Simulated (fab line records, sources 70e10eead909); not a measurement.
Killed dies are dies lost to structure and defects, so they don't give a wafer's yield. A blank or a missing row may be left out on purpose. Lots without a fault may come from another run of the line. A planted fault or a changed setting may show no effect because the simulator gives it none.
fab line records | flow nand_harc
record lots=5 wafers=15 last_day=33
route steps=1302 shown P_BONDPAD@360 END@1302
lots that met no fault: from a run of the same line without faults
start_h: hours from the record's first day to the start of the lot's first wafer shown | wait_h: hours since the lot's step before | " the same as in the row above | L1.1+2: a row that stands for several wafers | - no value, or no start given | * or withheld: withheld | < > ~ a bound
route shown NAME@n: a module of which the file shows steps, and the number in the route of the first | usual: mean/standard deviation of fault-free wafers | same: alike in all rows | chamber/n: place in a boat | sites: the reading at each site | _std_site: their standard deviation | _edge_site: outer sites' mean less inner sites' | radius_mm: how far each site lies from the wafer's centre | mask NAME#n: copy n | behind: the tool/chamber that last shaped the wafer | hold: why the lot was held/for how many hours/how that ended | device: the transistor (n, p or np) that didn't switch | end of line: the same wafers' tests at the end of the route | a step without rows: its recipe alone | killed: dies lost to structure and defects at the first sort, not the wafer's yield | map: a wafer's dies, x killed, . not, _ none there
set.NAME: the setting as run; set.NAME@STEP: as run at that earlier step | model.NAME: the simulator's own value behind a step, which no gauge read
lots at some steps of the route; a table a step, a row a wafer
services: from which hour (start_h, from the record's first day; less than 0 if before it) a tool's chamber was out of use, for how many hours, and why
## steps
# step NHARC_P_BONDPAD_EBR_05
# step NHARC_P_BONDPAD_EXPOSE_06
# recipe na=0.55 dose_mj=37.06 mask_id=P_BPAD
# step NHARC_P_BONDPAD_PEB_07
# recipe peb_temp_c=128 peb_time_s=80
# step NHARC_P_BONDPAD_DEVELOP_08
# recipe time_s=50 dev_temp_c=22
# step NHARC_P_BONDPAD_CD_MEAS_09
# recipe target_cd_nm=500 landing_energy_ev=500
# usual cd_nm=498.5/1.9
# same landing_energy_ev=500
# columns lot.wafer tool chamber start_h wait_h cd_nm
L174.1 cd_sem-02 0 171.86 - 496.9
L174.4 " 0 " " 498.6
L174.5 " 0 " " 499.2
L183.2 cd_sem-03 0 276.92 - 495.4
L183.3 " 0 " " 497.4
L183.5 " 0 " " 495.6
L187.1 cd_sem-02 0 299.73 - 500.5
L187.3 " 0 " " 499.6
L187.5 " 0 " " 500.1
L192.2 cd_sem-01 0 352.06 - 499.8
L192.4 " 0 " " 499.9
L192.6 " 0 " " 496.4
L193.2 cd_sem-01 0 361.47 - 498.6
L193.4 " 0 " " 499.8
L193.5 " 0 " " 501.2
# step NHARC_P_BONDPAD_OVL_MEAS_38
# usual overlay_x_nm=0/4.8 overlay_y_nm=2/5.4
# columns lot.wafer tool chamber start_h wait_h overlay_x_nm overlay_y_nm
L174.1 overlay-01 - 171.95 - 1 9
L174.4 " - " " 1 9
L174.5 " - " " 1 9
L183.2 overlay-01 - 277.01 - -1 5
L183.3 " - " " -2 5
L183.5 " - " " -1 6
L187.1 overlay-02 - 299.83 - -1 0
L187.3 " - " " -1 -1
L187.5 " - " " -1 0
L192.2 overlay-01 - 352.15 - 2 3
L192.4 " - " " 1 3
L192.6 " - " " 1 3
L193.2 overlay-02 - 361.55 - -3 5
L193.4 " - " " -3 5
L193.5 " - " " -3 5
# step NHARC_P_BONDPAD_HARDBAKE_10
# recipe temp_c=118 time_s=65
# step NHARC_P_BONDPAD_DESCUM_11
# recipe time_s=3 o2_flow_sccm=200 ar_flow_sccm=0 bias_power_w=0 chemistry=O2
# usual drypump_motor_current_A=5.8/0.34 mfc_ar_sccm=0.008/0.0099 oes_product_au=1.000/0.01 rf_vpp_V=58.0/0.89 showerhead_plenum_p_Torr=1.98/0.072 throttle_valve_pct=11.311/0.0092
# columns lot.wafer tool chamber start_h wait_h drypump_motor_current_A mfc_ar_sccm oes_product_au rf_hours_counter_h rf_vpp_V showerhead_plenum_p_Torr throttle_valve_pct
L174.1 rie_diel-03 1 172.07 - 5.8 0.022 1.014 3.6 58.2 2.03 11.310
L174.4 " 3 " " 6.0 0 1.005 3.7 58.0 2.00 11.323
L174.5 " 1 " " 5.8 0.022 0.999 - 59.2 2.03 11.303
L183.3 rie_diel-03 0 277.13 - 5.0 0.002 1.004 8.6 58.2 2.05 11.313
L183.2 " 2 " " 5.4 0 1.012 8.7 57.8 1.81 11.297
L183.5 " 0 " " 5.0 0.002 1.003 - 60.0 2.05 11.299
L187.1 rie_diel-10 3 299.97 - 6.0 0.029 0.990 1.2 57.6 2.00 11.329
L187.3 " 0 " " 6.0 0.006 1.001 1.1 56.8 2.02 11.317
L187.5 " 3 " " 6.0 0.029 0.981 - 56.9 2.00 11.301
L192.2 rie_diel-10 3 352.27 - 6.0 0.029 0.983 2.2 59.0 2.00 11.330
L192.4 " 1 " " 5.9 0 1.001 2.5 56.7 1.92 11.329
L192.6 " 3 " " 6.0 0.029 0.983 - 58.2 2.00 11.308
L193.4 rie_diel-10 1 361.68 - 5.9 0 1.001 2.6 58.0 1.92 11.315
L193.2 " 0 " " 6.0 0.006 0.996 2.1 59.5 2.02 11.311
L193.5 " 1 " " 5.9 0 0.998 - 58.6 1.92 11.318
# step NHARC_P_BONDPAD_ETCH_37
# recipe target_depth_a=600 overetch_a=180 time_s=65.91 ion_energy_ev=200 n2_flow_sccm=150 h2_flow_sccm=150 ar_flow_sccm=0 rf_w=400 bias_w=150 chemistry=N2/H2
# usual drypump_motor_current_A=5.8/0.35 mfc_ar_sccm=0.008/0.0096 oes_product_au=1.000/0.01 rf_vpp_V=432.6/2.3 run_length_s=87.3/0.36 showerhead_plenum_p_Torr=2.11/0.079 throttle_valve_pct=14.171/0.009
# columns lot.wafer tool chamber start_h wait_h drypump_motor_current_A mfc_ar_sccm oes_product_au rf_hours_counter_h rf_vpp_V run_length_s showerhead_plenum_p_Torr throttle_valve_pct
L174.1 rie_diel-03 1 172.16 0.1 5.9 0.022 1.007 3.6 434.2 87.5 2.17 14.165
L174.4 " 3 " " 6.0 0 0.991 3.7 433.8 87.7 2.14 14.165
L174.5 " 0 " " 5.0 0.002 1.005 - 433.2 86.8 2.19 14.170
L183.2 rie_diel-03 2 277.23 0.1 5.3 0 1.019 8.7 427.6 87.4 1.93 14.175
L183.3 " 3 " " 6.0 0 1.009 8.6 432.9 87.0 2.14 14.175
L183.5 " 1 " " 5.9 0.022 1.002 - 434.6 87.7 2.16 14.171
L187.1 rie_diel-10 0 300.51 0.5 6.1 0.006 0.998 1.1 432.9 86.8 2.16 14.173
L187.3 " 1 " " 5.9 0 0.989 1.6 430.6 87.2 2.05 14.162
L187.5 " 0 " " 6.0 0.006 0.996 - 433.5 86.6 2.16 14.171
L192.4 rie_diel-10 2 352.36 0.1 5.8 0.010 0.986 2.6 435.4 87.3 2.20 14.166
L192.2 " 1 " " 5.9 0 1.003 2.5 428.8 87.5 2.05 14.185
L192.6 " 2 " " 5.8 0.010 0.973 - 435.4 87.5 2.20 14.180
L193.4 rie_diel-10 0 361.76 0.1 6.0 0.006 0.989 2.1 434.3 86.7 2.16 14.167
L193.2 " 2 " " 5.7 0.010 0.979 2.7 434.0 87.3 2.20 14.178
L193.5 " 0 " " 6.0 0.006 0.991 - 434.6 87.4 2.16 14.175
# step NHARC_P_BONDPAD_ETCH_12
# recipe target_depth_a=2000 time_s=100 chf3_flow_sccm=50 o2_flow_sccm=10 ar_flow_sccm=200 rf_w=500 bias_w=200 chemistry=CHF3/O2
# usual chf3_flow_sccm=50.02/0.16 drypump_motor_current_A=5.8/0.35 mfc_ar_sccm=199.9/0.58 oes_product_au=0.938/0.021 rf_vpp_V=372.4/2 run_length_s=121.3/0.39 showerhead_plenum_p_Torr=2.48/0.087 throttle_valve_pct=20.573/0.0096
# columns lot.wafer tool chamber start_h wait_h chf3_flow_sccm drypump_motor_current_A mfc_ar_sccm oes_product_au rf_hours_counter_h rf_vpp_V run_length_s showerhead_plenum_p_Torr throttle_valve_pct
L174.4 rie_diel-03 2 - - 49.86 5.4 200.2 0.975 4.1 367.1 121.4 2.28 20.573
L174.1 " 0 " " 49.67 5.0 200.2 0.981 3.9 374.7 121.1 2.56 20.581
L174.5 " 2 " " 49.58 5.4 200.3 0.953 - 369.3 121.1 2.28 20.576
L183.2 rie_diel-03 2 - - 49.81 5.4 200.5 0.939 8.8 367.3 122.0 2.28 20.582
L183.3 " 3 " " 49.80 6.0 200.5 0.919 8.7 371.9 121.3 2.51 20.573
L183.5 " 0 " " 49.92 5.0 201.0 0.930 - 373.5 121.4 2.56 20.569
L187.3 rie_diel-10 0 - - 49.93 6.0 199.9 0.918 1.2 374.5 121.1 2.53 20.577
L187.1 " 1 " " 50.23 6.0 199.5 0.917 1.6 370.0 121.5 2.41 20.580
L187.5 " 3 " " 50.00 6.0 200.3 0.919 - 372.4 121.3 2.50 20.572
L192.4 rie_diel-10 0 - - 50.14 6.0 200.3 0.919 2.1 372.7 121.6 2.53 20.575
L192.2 " 1 " " 50.15 6.0 199.3 0.925 2.6 369.9 121.4 2.41 20.588
L192.6 " 0 " " 50.04 6.0 200.0 0.929 - 374.0 121.5 2.53 20.576
L193.2 rie_diel-10 0 - - 50.05 6.0 199.5 0.960 2.2 372.3 120.7 2.53 20.558
L193.4 " 3 " " 50.05 6.0 200.4 0.948 2.3 373.0 121.0 2.50 20.553
L193.5 " 0 " " 50.22 6.0 199.2 0.950 - 372.8 120.9 2.53 20.578
# step NHARC_P_BONDPAD_CD_MEAS_13
# usual cd_nm=497.9/2
# columns lot.wafer tool chamber start_h wait_h cd_nm
L174.1 cd_sem-03 - 172.38 - 497.0
L174.4 " - " " 498.5
L174.5 " - " " 498.3
L183.2 cd_sem-03 - 277.45 - 493.7
L183.3 " - " " 497.4
L183.5 " - " " 495.5
L187.1 cd_sem-02 - 300.74 - 499.5
L187.3 " - " " 498.6
L187.5 " - " " 497.9
L192.2 cd_sem-01 - 352.59 - 498.8
L192.4 " - " " 499.9
L192.6 " - " " 496.1
L193.2 cd_sem-03 - 361.99 - 497.9
L193.4 " - " " 498.4
L193.5 " - " " 500.4
# step NHARC_P_BONDPAD_STRIP_15
# recipe o2_flow_sccm=500 ar_flow_sccm=0 bias_w=0 chemistry=O2
# usual drypump_motor_current_A=5.8/0.33 mfc_ar_sccm=0.008/0.0098 oes_product_au=1.000/0.01 rf_vpp_V=58.1/0.81 showerhead_plenum_p_Torr=3.65/0.12 throttle_valve_pct=17.036/0.01
# columns lot.wafer tool chamber start_h wait_h drypump_motor_current_A mfc_ar_sccm oes_product_au rf_hours_counter_h rf_vpp_V showerhead_plenum_p_Torr throttle_valve_pct
L174.1 rie_diel-02 3 172.46 0.1 6.1 0.003 1.019 6.6 58.5 3.58 17.029
L174.4 " 2 " " 6.1 0.005 1.008 6.7 59.7 3.69 17.038
L174.5 " 3 " " 6.1 0.003 1.024 - 58.4 3.58 17.041
L183.3 rie_diel-10 2 277.54 0.1 5.8 0.010 0.994 0.7 58.6 3.78 17.032
L183.2 " 0 " " 6.0 0.006 1.010 0.5 57.2 3.71 17.026
L183.5 " 1 " " 5.9 0 1.006 - 57.4 3.55 17.025
L187.3 rie_diel-02 3 300.84 0.1 6.1 0.003 1.009 5.0 57.0 3.57 17.036
L187.1 " 0 " " 6.0 0 1.006 5.0 57.3 3.70 17.014
L187.5 " 2 " " 6.1 0.005 1.003 - 58.6 3.68 17.027
L192.2 rie_diel-03 2 352.68 0.1 5.4 0 0.987 2.2 56.8 3.35 17.039
L192.4 " 3 " " 6.0 0 1.000 2.4 58.0 3.68 17.047
L192.6 " 2 " " 5.4 0 0.984 - 57.5 3.35 17.028
L193.4 rie_diel-10 0 362.07 0.1 6.0 0.006 0.986 2.2 59.5 3.71 17.048
L193.2 " 1 " " 5.9 0 0.994 2.7 58.5 3.54 17.051
L193.5 " 1 " " 5.9 0 1.002 - 57.1 3.54 17.029
# step NHARC_P_BONDPAD_ETCH_24
# recipe target_depth_a=300 over_etch_frac=0.3 time_s=72.99 ion_energy_ev=150 cf4_flow_sccm=50 n2_flow_sccm=100 ar_flow_sccm=150 rf_w=300 bias_w=100 chemistry=CF4/N2
# usual drypump_motor_current_A=5.8/0.33 mfc_ar_sccm=150.0/0.48 oes_product_au=0.998/0.012 rf_vpp_V=315.8/1.6 run_length_s=94.4/0.4 showerhead_plenum_p_Torr=2.72/0.088 throttle_valve_pct=19.794/0.0082
# columns lot.wafer tool chamber start_h wait_h drypump_motor_current_A mfc_ar_sccm oes_product_au rf_hours_counter_h rf_vpp_V run_length_s showerhead_plenum_p_Torr throttle_valve_pct
L174.4 rie_diel-02 2 172.61 - 6.1 149.5 1.007 6.7 316.6 94.5 2.75 19.791
L174.1 " 3 " " 6.1 149.5 1.015 6.6 315.1 94.5 2.66 19.781
L174.5 " 2 " " 6.1 149.7 1.008 - 316.5 94.7 2.75 19.778
L183.2 rie_diel-10 1 277.67 - 6.0 150.3 0.987 0.8 316.3 76.4 2.64 19.807
L183.3 " 2 " " 5.7 150.7 0.990 0.8 318.1 94.4 2.82 19.779
L183.5 " 1 " " 6.0 149.9 0.985 - 315.4 76.5 2.64 19.789
L187.1 rie_diel-02 3 300.99 - 6.2 149.4 1.013 5.0 314.5 94.2 2.66 19.801
L187.3 " 0 " " 6.0 150.3 1.002 5.0 316.4 93.9 2.76 19.796
L187.5 " 2 " " 6.1 149.9 1.001 - 316.2 94.5 2.74 19.796
L192.4 rie_diel-03 3 352.81 - 6.0 150.0 0.999 2.4 317.4 94.5 2.74 19.785
L192.2 " 2 " " 5.4 149.1 0.996 2.2 312.8 94.5 2.49 19.789
L192.6 " 3 " " 5.9 149.7 1.002 - 316.2 94.6 2.74 19.795
L193.4 rie_diel-10 0 362.22 - 6.0 149.9 0.984 2.3 316.1 94.2 2.76 19.794
L193.2 " 2 " " 5.7 151.2 0.977 2.8 317.2 94.9 2.82 19.783
L193.5 " 3 " " 6.0 150.1 0.984 - 315.5 94.3 2.73 19.788
# step NHARC_P_BONDPAD_STRIP_16
# recipe time_s=600 temp_c=30 chemistry=post_etch_residue_remover
# step NHARC_END_SORT_01
# recipe temp_c=25
# usual defect_limited_yield=91/3.2 killed_at_array=55/22 killed_at_other=1.1/1.4 killed_at_periphery=4/3.2 killed_dies=59/22 killed_open=3.3/1.8 killed_short=2.5/1.5
# same gross_dies=677
# columns lot.wafer tool chamber start_h wait_h defect_limited_yield[%] killed_at_array killed_at_other killed_at_periphery killed_dies killed_open killed_short
L174.1 prober-02 0 600.07 2.5 97 17 1 1 19 2 1
L174.4 prober-02 0 602.48 3.4 97 18 1 0 19 2 3
L174.5 prober-02 0 603.28 3.7 96 24 1 1 26 3 1
L183.2 prober-01 0 705.82 2.8 90 61 0 5 66 8 1
L183.3 prober-01 0 706.62 3.1 91 46 0 12 58 0 3
L183.5 prober-01 0 708.23 3.7 91 60 0 3 63 2 2
L192.2 prober-02 0 777.38 2.8 96 22 0 2 24 2 3
L192.4 prober-02 0 778.96 3.4 96 27 1 2 30 6 2
L192.6 prober-02 0 780.55 4.0 97 19 0 1 20 0 1
# killed by level:class
L174.1 A_CHANNEL_HOLE_D2:chamber_film_flake=6 A_CHANNEL_HOLE_D1:chamber_film_flake=3 A_CONTACT:chamber_film_flake=3 A_DECK1_JOINT:chamber_film_flake=2 A_BONDPAD:chamber_film_flake=2 P_M0:geometric_particle:open=1 A_M0:geometric_particle:short=1 STARTING-WAFER:geometric_particle:open=1
L174.4 A_CONTACT:chamber_film_flake=3 A_CHANNEL_HOLE_D1:chamber_film_flake=2 A_STAIRCASE:chamber_film_flake=2 A_SLIT:chamber_film_flake=2 A_BONDPAD:chamber_film_flake=2 A_SOURCE_PLATE:geometric_particle:short=1 A_ONON_D2:geometric_particle:short=1 A_SGD_CUT:geometric_particle:open=1
L174.5 A_CHANNEL_HOLE_D2:chamber_film_flake=12 A_BONDPAD:chamber_film_flake=3 A_CHANNEL_HOLE_D1:chamber_film_flake=2 A_WL_FILL:chamber_film_flake=2 P_CONTACT:geometric_particle:open=1 A_CHANNEL_FILL_D1:geometric_particle:open=1 A_CHANNEL_HOLE_D2:geometric_particle:short=1 STARTING-WAFER:geometric_particle:open=1
L183.2 A_SLIT:chamber_film_flake=34 A_CHANNEL_HOLE_D1:chamber_film_flake=11 P_CONTACT:chamber_film_flake=3 A_STAIRCASE:chamber_film_flake=3 A_ONON_D1:geometric_particle:open=2 A_M1:geometric_particle:open=2 A_CHANNEL_FILL_D1:chamber_film_flake=2 A_M0:chamber_film_flake=2
L183.3 A_SLIT:chamber_film_flake=31 P_CONTACT:chamber_film_flake=7 A_CHANNEL_HOLE_D1:chamber_film_flake=7 P_GATE:chamber_film_flake=3 P_STI:chamber_film_flake=2 A_ZERO_WELL:chamber_film_flake=2 A_CHANNEL_FILL_D1:geometric_particle:short=1 A_SGD_CUT:geometric_particle:short=1
L183.5 A_SLIT:chamber_film_flake=35 A_CHANNEL_HOLE_D1:chamber_film_flake=8 A_CHANNEL_FILL_D1:chamber_film_flake=4 P_CONTACT:chamber_film_flake=3 A_STAIRCASE:chamber_film_flake=2 A_WL_FILL:chamber_film_flake=2 A_CONTACT:chamber_film_flake=2 A_M0:chamber_film_flake=2
L192.2 A_CONTACT:chamber_film_flake=8 A_SLIT:chamber_film_flake=7 P_M1:geometric_particle:open=1 A_CHANNEL_FILL_D2:geometric_particle:short=1 A_WL_FILL:geometric_particle:short=1 A_M0:geometric_particle:short=1 A_M0:geometric_particle:open=1 P_GATE:chamber_film_flake=1
L192.4 A_CONTACT:chamber_film_flake=10 A_SLIT:chamber_film_flake=4 A_M0:geometric_particle:open=3 A_STAIRCASE:chamber_film_flake=3 P_CONTACT:geometric_particle:open=1 A_ONON_D1:geometric_particle:short=1 A_CHANNEL_HOLE_D2:geometric_particle:short=1 A_CHANNEL_FILL_D2:geometric_particle:open=1
L192.6 A_SLIT:chamber_film_flake=8 A_CONTACT:chamber_film_flake=5 A_STAIRCASE:chamber_film_flake=3 A_WL_FILL:chamber_film_flake=2 A_SGD_CUT:geometric_particle:short=1 P_GATE:chamber_film_flake=1
## services
# columns tool chamber start_h hours kind
rie_diel-10 0 172.50 - clean
rie_diel-10 1 172.50 - clean
rie_diel-10 2 172.50 - clean
rie_diel-10 3 172.50 - clean
rie_diel-10 0 197.00 - clean
rie_diel-10 1 197.00 - clean
rie_diel-10 2 197.00 - clean
rie_diel-10 3 197.00 - clean
rie_diel-02 - 216.70 9.0 pm
rie_diel-10 0 221.50 - clean
rie_diel-10 1 221.50 - clean
rie_diel-10 2 221.50 - clean
rie_diel-10 3 221.50 - clean
rie_diel-10 3 236.96 3.5 repair
rie_diel-10 - 242.50 9.0 pm
rie_diel-10 0 242.50 9.0 vent_cycle
rie_diel-10 1 242.50 9.0 vent_cycle
rie_diel-10 2 242.50 9.0 vent_cycle
rie_diel-10 0 263.82 7.1 repair
rie_diel-02 1 270.43 9.6 repair
rie_diel-03 - 281.30 9.0 pm
rie_diel-02 2 301.24 22.0 repair
rie_diel-03 0 339.03 10.0 repair
rie_diel-02 1 345.40 4.9 repair
## key
first_sign step=NHARC_P_BONDPAD_ETCH_24 reading=run_length_s direction=down sigmas=45 usual=* struck=*
effect none on later readings
met_at NHARC_P_BONDPAD_ETCH_24
struck_wafers L183.2,L183.5
fault kind=process_parameter_drift tool=rie_diel-10 chamber=1 onset_h=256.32 steps=NHARC_P_BONDPAD_ETCH_24 channel=time_s offset=* shape=step end_h=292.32 acts_in=* stated=*
